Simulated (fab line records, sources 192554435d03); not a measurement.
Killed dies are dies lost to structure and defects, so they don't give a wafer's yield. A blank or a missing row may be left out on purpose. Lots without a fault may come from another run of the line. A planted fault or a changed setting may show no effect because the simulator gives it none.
Chamber matching | flow n5_finfet | N5_BEOL_M13_ILD_DEP_00 on pecvd-02: 3 sister chambers
The step deposits SiOC from DEMS/O2, target thk 837.92 nm, time 166.4 s. 6 wafers are shown with their chamber, then 7 later ones without.

WAFERS WITH THEIR CHAMBER
wafer  | chamber | throttle_valve_pct (%) | heater_power_w (W)
L081.3 | 2       | 11.9                   | 497
L091.1 | 1       | 11.4                   | 419
L091.4 | 1       | 11.4                   | 448
L091.5 | 2       | 11.8                   | 429
L090.3 | 0       | 12.3                   | 490
L090.5 | 0       | 12.4                   | 543

WAFERS WITHOUT THEIR CHAMBER
wafer  | throttle_valve_pct (%) | heater_power_w (W)
L090.6 | 11.4                   | 468
L093.2 | 12.6                   | 585
L093.3 | 11.4                   | 435
L093.4 | 11.6                   | 458
L097.1 | 11.8                   | 387
L097.3 | 12.5                   | 596
L097.5 | 12.0                   | 462

WHICH CHAMBER EACH WENT THROUGH
wafer  | from the rows above     | in truth
L090.6 | 1                       | 1
L093.2 | 0                       | 0
L093.3 | 1                       | 1
L093.4 | can't be placed: 1 or 2 | 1
L097.1 | 2                       | 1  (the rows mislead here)
L097.3 | 0                       | 0
L097.5 | 2                       | 2
Placed correctly: 5 of 7. Can't be placed from these rows: 1 (the true chamber is among the candidates in 1). Placed wrongly: 1.
How it was worked out, from the rows above alone: a wafer's distance from a chamber is the root of the sum, over the readings, of the square of ((its reading less the chamber's mean) divided by the reading's scatter). The wafer belongs to the nearest chamber; if the next one is less than 2 further off, it can't be placed. A chamber's mean is the mean of its shown wafers. The scatter: the root of (the sum of the squares of (reading less its chamber's mean) over the shown wafers, divided by (wafers less chambers)).
